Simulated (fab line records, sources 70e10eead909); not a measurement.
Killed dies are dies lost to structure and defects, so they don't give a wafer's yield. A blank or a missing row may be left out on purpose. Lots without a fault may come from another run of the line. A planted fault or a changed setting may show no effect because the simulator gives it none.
fab line records | flow nand_harc
record lots=6 wafers=18 last_day=32
route steps=1302 shown A_M1@1181 END@1302
lots that met no fault: from a run of the same line without faults
start_h: hours from the record's first day to the start of the lot's first wafer shown | wait_h: hours since the lot's step before | " the same as in the row above | L1.1+2: a row that stands for several wafers | - no value, or no start given | * or withheld: withheld | < > ~ a bound
route shown NAME@n: a module of which the file shows steps, and the number in the route of the first | usual: mean/standard deviation of fault-free wafers | same: alike in all rows | chamber/n: place in a boat | sites: the reading at each site | _std_site: their standard deviation | _edge_site: outer sites' mean less inner sites' | radius_mm: how far each site lies from the wafer's centre | mask NAME#n: copy n | behind: the tool/chamber that last shaped the wafer | hold: why the lot was held/for how many hours/how that ended | device: the transistor (n, p or np) that didn't switch | end of line: the same wafers' tests at the end of the route | a step without rows: its recipe alone | killed: dies lost to structure and defects at the first sort, not the wafer's yield | map: a wafer's dies, x killed, . not, _ none there
set.NAME: the setting as run; set.NAME@STEP: as run at that earlier step | model.NAME: the simulator's own value behind a step, which no gauge read
lots at some steps of the route; a table a step, a row a wafer
services: from which hour (start_h, from the record's first day; less than 0 if before it) a tool's chamber was out of use, for how many hours, and why
## steps
# step NHARC_A_M1_INSPECT_11
# usual raw_defect_count=86/37
# columns lot.wafer tool chamber start_h wait_h raw_defect_count
L755.1 defect_inspect-02 - 524.28 0.0 12
L755.4 " - " " 18
L755.6 " - " " 17
L760.1 defect_inspect-01 - 568.73 0.0 61
L760.3 " - " " 68
L760.4 " - " " 59
L759.1 defect_inspect-01 - 573.33 0.0 148
L759.2 " - " " 163
L759.6 " - " " 157
L768.1 defect_inspect-02 - 659.56 0.0 93
L768.2 " - " " 94
L768.5 " - " " 98
L771.1 defect_inspect-01 - 686.33 0.0 58
L771.2 " - " " 56
L771.3 " - " " 51
L775.2 defect_inspect-02 - 718.30 0.0 70
L775.4 " - " " 60
L775.5 " - " " 67
# step NHARC_A_M1_DESCUM_14
# recipe time_s=3 o2_flow_sccm=200 ar_flow_sccm=0 bias_power_w=0 chemistry=O2
# step NHARC_A_M1_ETCH_35
# recipe target_depth_a=400 overetch_a=120 time_s=43.94 ion_energy_ev=200 n2_flow_sccm=150 h2_flow_sccm=150 ar_flow_sccm=0 rf_w=400 bias_w=150 chemistry=N2/H2
# step NHARC_A_M1_ETCH_15
# recipe target_depth_a=1825 time_s=91.2 c4f8_flow_sccm=withheld ar_flow_sccm=400 rf_w=600 bias_w=300 chemistry=C4F8/Ar
# step NHARC_A_M1_CD_MEAS_16
# usual cd_nm=119.5/0.79
# columns lot.wafer tool chamber start_h wait_h cd_nm
L755.1 cd_sem-02 - 524.69 - 120.2
L755.4 " - " " 118.8
L755.6 " - " " 120.4
L760.1 cd_sem-03 - 569.10 - 119.3
L760.3 " - " " 119.4
L760.4 " - " " 120.0
L759.1 cd_sem-01 - 573.69 - 119.9
L759.2 " - " " 119.9
L759.6 " - " " 119.4
L768.1 cd_sem-03 - 659.97 - 118.7
L768.2 " - " " 118.9
L768.5 " - " " 119.6
L771.1 cd_sem-02 - 686.69 - 119.4
L771.2 " - " " 118.0
L771.3 " - " " 118.5
L775.2 cd_sem-03 - 718.66 - 119.8
L775.4 " - " " 118.1
L775.5 " - " " 119.0
# step NHARC_A_M1_STRIP_18
# recipe power_w=1000 n2_flow_sccm=150 h2_flow_sccm=150 ar_flow_sccm=0 bias_w=0 chemistry=N2/H2
# usual drypump_motor_current_A=5.8/0.49 oes_product_au=1.000/0.012 power_w=1000.6/3 rf_vpp_V=91.0/0.94 showerhead_plenum_p_Torr=2.09/0.066 throttle_valve_pct=14.171/0.0098
# columns lot.wafer tool chamber start_h wait_h drypump_motor_current_A oes_product_au power_w rf_hours_counter_h rf_vpp_V showerhead_plenum_p_Torr throttle_valve_pct
L755.1 rie_diel-04 3 524.78 0.1 6.2 0.996 997.8 8.5 90.2 2.12 14.169
L755.4 " 0 " " 6.3 1.021 1001.1 9.6 91.7 2.15 14.168
L755.6 " 0 " " 6.3 1.021 997.7 - 90.7 2.15 14.160
L760.4 rie_diel-04 3 569.19 0.1 6.1 0.999 998.4 1.4 90.6 2.12 14.170
L760.1 " 0 " " 6.3 1.023 1004.4 0.5 90.4 2.15 14.170
L760.3 " 1 " " 5.4 0.994 1000.2 1.4 91.4 2.16 14.168
L759.1 rie_diel-04 0 573.77 0.1 6.3 1.020 997.7 0.7 92.7 2.15 14.163
L759.2 " 3 " " 6.2 1.004 1006.5 1.5 91.6 2.12 14.164
L759.6 " 1 " " 5.3 0.987 999.7 - 92.4 2.15 14.169
L768.2 rie_diel-05 1 660.04 0.1 5.7 1.011 1000.6 1.9 91.9 2.07 14.170
L768.1 " 0 " " 6.0 0.996 1003.0 2.3 90.8 2.13 14.158
L768.5 " 1 " " 5.7 1.018 998.9 - 92.8 2.07 14.175
L771.1 rie_diel-05 0 686.79 0.1 6.1 1.011 999.4 3.1 91.4 2.13 14.166
L771.3 " 1 " " 5.7 0.998 999.3 2.7 89.5 2.07 14.181
L771.2 " 2 " " 5.1 0.998 1003.7 2.7 92.0 2.14 14.177
L775.4 rie_diel-05 1 718.76 0.1 5.7 1.000 1004.5 3.8 91.7 2.07 14.194
L775.2 " 3 " " 5.9 0.986 999.2 4.4 91.5 2.13 14.189
L775.5 " 0 " " 6.1 0.986 1001.1 - 91.1 2.13 14.155
# step NHARC_A_M1_ETCH_28
# recipe target_depth_a=300 over_etch_frac=0.3 time_s=72.99 ion_energy_ev=150 cf4_flow_sccm=50 n2_flow_sccm=100 ar_flow_sccm=150 rf_w=300 bias_w=100 chemistry=CF4/N2
# usual drypump_motor_current_A=5.8/0.49 oes_product_au=1.000/0.013 rf_vpp_V=315.2/1.6 showerhead_plenum_p_Torr=2.69/0.077 throttle_valve_pct=19.794/0.009
# columns lot.wafer tool chamber start_h wait_h drypump_motor_current_A oes_product_au rf_hours_counter_h rf_vpp_V showerhead_plenum_p_Torr throttle_valve_pct
L755.1 rie_diel-04 3 - - 6.2 0.995 8.6 315.6 2.73 19.791
L755.4 " 0 " " 6.3 1.019 9.6 316.4 2.76 19.802
L755.6 " 3 " " 6.2 0.989 - 317.8 2.73 19.798
L760.3 rie_diel-04 0 - - 6.3 1.012 0.5 316.9 2.75 19.799
L760.4 " 1 " " 5.3 0.991 1.5 316.7 2.76 19.761
L760.1 " 3 " " 6.2 1.002 1.4 315.3 2.72 19.801
L759.2 rie_diel-04 1 - - 5.4 0.998 1.6 316.6 2.76 19.795
L759.1 " 2 " " 5.2 1.009 1.5 316.7 2.81 19.790
L759.6 " 0 " " 6.3 1.021 - 316.9 2.75 19.792
L768.1 rie_diel-05 2 - - 5.1 0.973 2.0 316.7 2.74 19.792
L768.2 " 1 " " 5.7 0.998 1.9 313.8 2.66 19.801
L768.5 " 2 " " 5.1 0.979 - 315.2 2.74 19.802
L771.2 rie_diel-05 3 - - 5.9 0.987 3.1 316.7 2.74 19.792
L771.3 " 1 " " 5.7 1.001 2.7 314.6 2.66 19.786
L771.1 " 2 " " 5.1 0.994 2.7 315.7 2.74 19.795
L775.4 rie_diel-05 1 - - 5.7 1.018 3.9 313.8 2.66 19.796
L775.2 " 3 " " 5.9 0.990 4.5 316.7 2.74 19.781
L775.5 " 1 " " 5.7 1.013 - 315.1 2.66 19.792
# step NHARC_A_M1_STRIP_19
# recipe time_s=600 temp_c=30 chemistry=post_etch_residue_remover
# step NHARC_A_M1_DEGAS_29
# recipe temp_c=250 time_s=60
# usual heater_power_w=333/35
# columns lot.wafer tool chamber start_h wait_h heater_power_w
L755.1 pvd_sputter-01 - 525.43 - 320
L755.4 " - " " 293
L755.6 " - " " 323
L760.1 pvd_sputter-03 - 569.83 - 317
L760.4 " - " " 345
L760.3 " - " " 404
L759.1 pvd_sputter-01 - 574.43 - 305
L759.2 " - " " 364
L759.6 " - " " 302
L768.2 pvd_sputter-02 - 660.69 - 343
L768.1 " - " " 320
L768.5 " - " " 340
L771.2 pvd_sputter-03 - 687.41 - 323
L771.1 " - " " 319
L771.3 " - " " 366
L775.2 pvd_sputter-01 - 719.39 - 382
L775.4 " - " " 329
L775.5 " - " " 301
# step NHARC_A_M1_PRE_CLEAN_30
# recipe time_s=30 temp_c=280 gas=H2/He
# usual heater_power_w=409/42
# columns lot.wafer tool chamber start_h wait_h heater_power_w
L755.1 pvd_sputter-01 - - - 389
L755.4 " - " " 392
L755.6 " - " " 460
L760.1 pvd_sputter-03 - - - 392
L760.4 " - " " 376
L760.3 " - " " 424
L759.1 pvd_sputter-01 - - - 392
L759.2 " - " " 384
L759.6 " - " " 388
L768.1 pvd_sputter-02 - - - 412
L768.2 " - " " 350
L768.5 " - " " 426
L771.2 pvd_sputter-03 - - - 383
L771.3 " - " " 385
L771.1 " - " " 430
L775.4 pvd_sputter-01 - - - 398
L775.2 " - " " 476
L775.5 " - " " 383
# step NHARC_A_M1_PVD_20
# recipe target_thk_a=50 bias_v=168.6 power_w=15000 chamber_pressure_pa=0.12 time_s=8.06 substrate_temp_c=50 material=TaN
# step NHARC_A_M1_PVD_21
# recipe target_thk_a=300 chamber_pressure_pa=5 power_w=5000 substrate_temp_c=30 time_s=20.49 material=Cu
# usual throttle_valve_pct=29.3/1.1
# columns lot.wafer tool chamber start_h wait_h throttle_valve_pct
L755.1 pvd_sputter-01 - - - 31.2
L755.4 " - " " 30.4
L755.6 " - " " 28.2
L760.4 pvd_sputter-03 - - - 29.3
L760.3 " - " " 28.0
L760.1 " - " " 28.4
L759.1 pvd_sputter-01 - - - 31.3
L759.2 " - " " 28.2
L759.6 " - " " 31.3
L768.1 pvd_sputter-02 - - - 29.2
L768.2 " - " " 29.0
L768.5 " - " " 29.2
L771.2 pvd_sputter-03 - - - 27.9
L771.1 " - " " 28.4
L771.3 " - " " 29.2
L775.2 pvd_sputter-01 - - - 28.5
L775.4 " - " " 30.9
L775.5 " - " " 29.8
# step NHARC_A_M1_ECD_22
# recipe target_thk_a=4000 bath_temp_c=25 material=Cu
# usual bath_heat_duty_pct=6.1/0.46 bath_temp_c=25.00/0.11
# columns lot.wafer tool chamber start_h wait_h bath_heat_duty_pct bath_temp_c
L755.1 ecd_cu-01 0 525.83 - 5.8 24.95
L755.4 " 0 " " 6.1 24.92
L755.6 " 0 " " 5.6 25.03
L760.1 ecd_cu-02 1 570.24 - - -
L760.4 " 0 " " - -
L760.3 " 1 " " - -
L759.2 ecd_cu-02 1 574.79 - - -
L759.1 " 0 " " - -
L759.6 " 1 " " - -
L768.1 ecd_cu-02 0 661.05 - 5.6 25.22
L768.2 " 1 " " 6.0 24.99
L768.5 " 0 " " 6.2 25.03
L771.1 ecd_cu-02 1 687.77 - 6.2 25.10
L771.2 " 0 " " 5.8 24.83
L771.3 " 1 " " 7.1 25.01
L775.2 ecd_cu-01 1 719.79 - 5.4 24.99
L775.4 " 0 " " 5.6 25.12
L775.5 " 1 " " 5.9 24.94
# step NHARC_A_M1_ANNEAL_31
# recipe temp_c=225 time_s=90
# step NHARC_A_M1_CMP_23
# recipe t_overpolish_s=20 target_thk_nm=154.34
# usual edge_zone_pressure_frac=1.000/0.0047 motor_current_A=11.8/0.79 retaining_ring_pressure_frac=1.000/0.0048 slurry_filter_dp_kPa=13.50/0.14 time_to_endpoint_s=28.3/2.5
# columns lot.wafer tool chamber start_h wait_h edge_zone_pressure_frac motor_current_A retaining_ring_pressure_frac slurry_filter_dp_kPa time_to_endpoint_s
L755.1 cmp-01 0 526.53 - 0.999 11.4 1.006 13.37 24.8
L755.4 " 2 " " 0.991 11.3 1.006 13.38 29.0
L755.6 " 0 " " 1.006 11.9 1.002 13.80 28.7
L760.4 cmp-02 3 571.00 - 0.999 11.5 0.997 13.53 3.9
L760.1 " 0 " " 1.001 13.6 1.003 13.42 4.8
L760.3 " 1 " " 0.996 12.7 1.003 13.56 1.7
L759.2 cmp-01 1 575.51 - 0.999 11.2 1.003 13.33 0.1
L759.1 " 2 " " 0.996 11.1 0.994 13.46 1.8
L759.6 " 1 " " 1.002 11.4 1.003 13.63 0.0
L768.1 cmp-01 1 661.84 - 1.002 10.7 0.995 13.71 25.2
L768.2 " 2 " " 1.000 11.0 0.998 13.41 29.3
L768.5 " 0 " " 1.006 12.7 0.992 13.15 22.5
L771.3 cmp-03 0 688.50 - 1.001 11.7 0.997 13.46 31.9
L771.1 " 1 " " 0.997 10.8 0.989 13.51 30.7
L771.2 " 3 " " 1.006 11.5 1.002 13.32 30.4
L775.2 cmp-02 0 720.49 - 0.990 13.2 0.995 13.31 31.0
L775.4 " 1 " " 1.002 12.3 0.995 13.36 27.8
L775.5 " 3 " " 0.996 11.9 1.004 13.46 29.7
# step NHARC_A_M1_THK_MEAS_24
# recipe thk_meas_gauge=xrf
# usual thk_nm=154.3/1.5
# columns lot.wafer tool chamber start_h wait_h thk_nm
L755.1 film_metro-02 - 526.82 - 154.2
L755.4 " - " " 154.4
L755.6 " - " " 153.8
L760.1 film_metro-01 - 571.31 - 29.0
L760.3 " - " " 29.2
L760.4 " - " " 30.0
L759.1 film_metro-01 - 575.83 - 29.1
L759.2 " - " " 28.9
L759.6 " - " " 29.4
L768.1 film_metro-02 - 662.10 - 156.0
L768.2 " - " " 155.4
L768.5 " - " " 153.4
L771.1 film_metro-01 - 688.82 - 154.2
L771.2 " - " " 153.9
L771.3 " - " " 157.2
L775.2 film_metro-02 - 720.78 - 153.7
L775.4 " - " " 153.2
L775.5 " - " " 153.7
# step NHARC_A_M1_SRD_25
# step NHARC_END_SORT_01
# recipe temp_c=25
# usual defect_limited_yield=91.5/2.9 killed_at_array=53/20 killed_at_other=1/1.2 killed_at_periphery=3.7/2.6 killed_dies=58/20 killed_open=3.5/1.8 killed_short=2.4/1.7 sort_bin_2_pct=3.1/1.3 sort_bin_3_pct=0.6/0.4 sort_bin_4_pct=4.9/1.7 sort_n_pass=619/20 sort_rim_yield_pct=92/4 sort_yield_pct=91.5/2.9
# same gross_dies=677 sort_bin_5_pct[%]=0 sort_bin_6_pct[%]=0 sort_bin_7_pct[%]=0 sort_bin_8_pct[%]=0 sort_rim_n_gross=106.00
# columns lot.wafer tool chamber start_h wait_h defect_limited_yield[%] killed_at_array killed_at_other killed_at_periphery killed_dies killed_open killed_short sort_bin_2_pct[%] sort_bin_3_pct[%] sort_bin_4_pct[%] sort_n_pass sort_rim_yield_pct[%] sort_yield_pct[%]
L760.1 prober-02 0 601.61 2.5 0 672 1 4 677 3 3 95.6 0.4 4.0 0 0 0
L760.3 prober-02 0 603.21 3.1 0 671 1 5 677 5 1 94.7 0.7 4.6 0 0 0
L760.4 prober-02 0 604.02 3.4 0 673 3 1 677 3 0 94.5 0.6 4.9 0 0 0
# killed by level:class
L760.1 A_M1:area_ecd=631 A_CHANNEL_HOLE_D2:chamber_film_flake=28 A_STAIRCASE:chamber_film_flake=4 A_SGD_CUT:chamber_film_flake=2 P_M0:geometric_particle:open=1 A_CHANNEL_HOLE_D1:geometric_particle:short=1 A_CHANNEL_FILL_D2:geometric_particle:open=1 A_CONTACT:geometric_particle:short=1
L760.3 A_M1:area_ecd=622 A_CHANNEL_HOLE_D2:chamber_film_flake=33 P_GATE:chamber_film_flake=3 A_CHANNEL_HOLE_D1:chamber_film_flake=3 A_STAIRCASE:chamber_film_flake=3 A_CONTACT:chamber_film_flake=2 A_M0:chamber_film_flake=2 P_M1:geometric_particle:open=1
L760.4 A_M1:area_ecd=624 A_CHANNEL_HOLE_D2:chamber_film_flake=32 A_CHANNEL_HOLE_D1:chamber_film_flake=4 A_SGD_CUT:chamber_film_flake=3 THIN_TSV:chamber_film_flake=3 A_STAIRCASE:chamber_film_flake=2 A_SLIT:chamber_film_flake=2 A_SOURCE_PLATE:geometric_particle:open=1
# map L760.1 (x killed, . not)
____________x____________
_________xxxxxxx_________
_______xxxxxxxxxxx_______
______xxxxxxxxxxxxx______
_____xxxxxxxxxxxxxxx_____
____xxxxxxxxxxxxxxxxx____
____xxxxxxxxxxxxxxxxx____
___xxxxxxxxxxxxxxxxxxx___
___xxxxxxxxxxxxxxxxxxx___
__xxxxxxxxxxxxxxxxxxxxx__
__xxxxxxxxxxxxxxxxxxxxx__
_xxxxxxxxxxxxxxxxxxxxxxx_
_xxxxxxxxxxxxxxxxxxxxxxx_
_xxxxxxxxxxxxxxxxxxxxxxx_
_xxxxxxxxxxxxxxxxxxxxxxx_
_xxxxxxxxxxxxxxxxxxxxxxx_
xxxxxxxxxxxxxxxxxxxxxxxxx
xxxxxxxxxxxxxxxxxxxxxxxxx
xxxxxxxxxxxxxxxxxxxxxxxxx
xxxxxxxxxxxxxxxxxxxxxxxxx
xxxxxxxxxxxxxxxxxxxxxxxxx
_xxxxxxxxxxxxxxxxxxxxxxx_
_xxxxxxxxxxxxxxxxxxxxxxx_
_xxxxxxxxxxxxxxxxxxxxxxx_
_xxxxxxxxxxxxxxxxxxxxxxx_
_xxxxxxxxxxxxxxxxxxxxxxx_
__xxxxxxxxxxxxxxxxxxxxx__
__xxxxxxxxxxxxxxxxxxxxx__
___xxxxxxxxxxxxxxxxxxx___
___xxxxxxxxxxxxxxxxxxx___
____xxxxxxxxxxxxxxxxx____
____xxxxxxxxxxxxxxxxx____
_____xxxxxxxxxxxxxxx_____
______xxxxxxxxxxxxx______
_______xxxxxxxxxxx_______
_________xxxxxxx_________
____________x____________
# map L771.3 (x killed, . not)
____________.____________
_________......._________
_______.........x._______
______..........x..______
_____...x..........._____
____.................____
____....x.....x......____
___...................___
___...........x.......___
__...........x.........__
__..........x..x.......__
_.............x.......x._
_........x.....x........_
_............x..x......._
_...........xx.........._
_.......x..............._
.........x...............
x........................
.......x.................
...........x.............
.........................
_.....................x._
_.xx...................._
_....x...x...........x.x_
_........x............x._
_..........x.....xxxxx.._
__.................xx.x__
__......x.........xx...__
___.......x.......xx.x___
___..x...........xxx..___
____....x.......x....____
____x.x........x.....____
_____x.............._____
______............x______
_______..........._______
_________......._________
____________.____________
## services
# columns tool chamber start_h hours kind
rie_diel-05 1 524.30 3.1 repair
pvd_sputter-03 - 526.01 10.0 pm
rie_diel-04 - 531.90 9.0 pm
pvd_sputter-02 - 533.43 6.7 repair
pvd_sputter-03 - 538.64 4.8 repair
cmp-01 - 540.50 4.1 repair
pvd_sputter-02 - 572.80 15.3 repair
cmp-01 - 577.52 4.0 pm
rie_diel-05 - 583.60 9.0 pm
pvd_sputter-01 - 588.01 10.0 pm
ecd_cu-02 - 596.65 8.0 pm
pvd_sputter-02 - 610.30 15.0 repair
cmp-01 - 621.20 0.6 repair
rie_diel-05 3 625.38 7.8 repair
pvd_sputter-03 - 631.29 2.7 repair
pvd_sputter-01 - 642.25 21.2 repair
rie_diel-05 - 650.77 0.2 repair
rie_diel-04 2 655.70 23.7 repair
ecd_cu-02 - 681.13 1.1 repair
rie_diel-05 2 693.39 3.1 repair
pvd_sputter-03 - 704.01 10.0 pm
rie_diel-04 0 704.26 9.3 repair
rie_diel-04 - 708.90 9.0 pm
rie_diel-05 0 713.15 4.1 repair
## key
first_sign step=NHARC_A_M1_ECD_22 reading=tool_record direction=missing
effect step=NHARC_A_M1_CMP_23 reading=time_to_endpoint_s direction=down sigmas=10 usual=* struck=*
effect step=NHARC_A_M1_THK_MEAS_24 reading=thk_nm direction=down sigmas=84 usual=154.3 struck=29.3
effect step=NHARC_END_SORT_01 reading=sort_bin_2_pct direction=up sigmas=73 usual=3.1 struck=94.9
more_kills_born_at NHARC_A_M1_ECD_22@ecd_cu-02=1877
met_at NHARC_A_M1_ECD_22
struck_wafers L759.1,L759.2,L759.6,L760.1,L760.3,L760.4
later_rows_left_out L759.1,L759.2,L759.6,L760.1,L760.3,L760.4
sort_left_out L759.1,L759.2,L759.6
fault kind=skipped_step_whole tool=ecd_cu-02 chamber=- onset_h=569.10 steps=NHARC_A_M1_ECD_22 scope=struck_lots_only
# sort_left_out: the simulated sort isn't trusted on such a fault, so these wafers' sort isn't shown, and their yield isn't known
# later_rows_left_out: the simulator's readings of these wafers behind a module that went badly wrong aren't trusted and aren't shown, but for the sort
